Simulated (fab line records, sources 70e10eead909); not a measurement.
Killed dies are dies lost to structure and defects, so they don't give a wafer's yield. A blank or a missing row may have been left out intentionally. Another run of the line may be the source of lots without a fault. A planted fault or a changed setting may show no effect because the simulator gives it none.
Comparing a struck lot with a sound one -- flow nand harc -- 14 steps out of a route of 1302
Sound: the wafers L380.4, L380.5, L380.6. Struck: wafers L392.4, L392.5, L392.6. At the end, the cause is stated.
Order at every step that has rows: each side's tool, ch and its chambers, its first start. Under that, the readings that differ: sound wafers -- struck wafers -- difference of the means -- sigmas: that difference in standard deviations of wafers without a fault.
alike: same words and numbers on both sides, and readings whose means sit less than 2 such deviations apart. not compared: any withheld reading, any reading some wafer has no value for, any bound like >300 that may hide the same value, and any number with overlapping values for which the record gives no deviation.
A row with sigmas, a row that says differs or no value, or rows on one side alone: a step with any of these is where the two part. When numbers do not overlap yet have no deviation, they are printed without sigmas and do not part them. A reading missing from all wafers of one side parts the sides only when that side holds two or more wafers.

first, 8 steps without rows for these wafers: NHARC_P_ZERO_WELL_DEHYDRATE_29 (time 120 s); NHARC_P_ZERO_WELL_HMDS_30 (time 30 s); NHARC_P_ZERO_WELL_COAT_31; NHARC_P_ZERO_WELL_SOFTBAKE_32 (time 95 s); NHARC_P_ZERO_WELL_EBR_33; NHARC_P_ZERO_WELL_EXPOSE_34 (exposes mask P PWELL, target cd 720 nm); NHARC_P_ZERO_WELL_PEB_35 (peb time 85 s); NHARC_P_ZERO_WELL_DEVELOP_36 (time 70 s).
NHARC_P_ZERO_WELL_CD_MEAS_37: the cd target is 720 nm.
  sound on cd sem-02 ch 0, day 3 06:06; struck on cd sem-03 ch 0, day 8 06:40
  alike: cd nm
then, 1 step without rows for these wafers: NHARC_P_ZERO_WELL_HARDBAKE_38 (time 80 s).
NHARC_P_ZERO_WELL_DESCUM_39: chemistry O2, time 3 s.
  sound on rie diel-13 ch 0,3, day 3 06:15; struck on rie diel-13 ch 1,2,3, day 8 06:51
reading,sound,struck,difference,sigmas
rf vpp V (V),57.3 57.1 56.7,59.5 58.3 59.9,+2.2,+2
  alike: chamber pressure mTorr, drypump motor current A, oes product au, showerhead plenum p Torr, throttle valve pct
  not compared: rf hours counter h
following that, these wafers have no rows for 1 step: NHARC_P_ZERO_WELL_IMPLANT_40.
NHARC_P_ZERO_WELL_IMPLANT_59:
  sound on implanter-02 ch 0, day 3 06:40; struck on implanter-01, day 8 07:14
  no value came back on the struck wafers for beam energy keV, beam on s (s); on the sound wafers beam energy keV reads 120.00 119.89 119.97
following that, these wafers have no rows for 1 step: NHARC_P_ZERO_WELL_IMPLANT_60.

== WHERE THEY PART ==
First at NHARC_P_ZERO_WELL_DESCUM_39; last, within this record, at NHARC_P_ZERO_WELL_IMPLANT_59.

WHY: the cause the simulator had injected
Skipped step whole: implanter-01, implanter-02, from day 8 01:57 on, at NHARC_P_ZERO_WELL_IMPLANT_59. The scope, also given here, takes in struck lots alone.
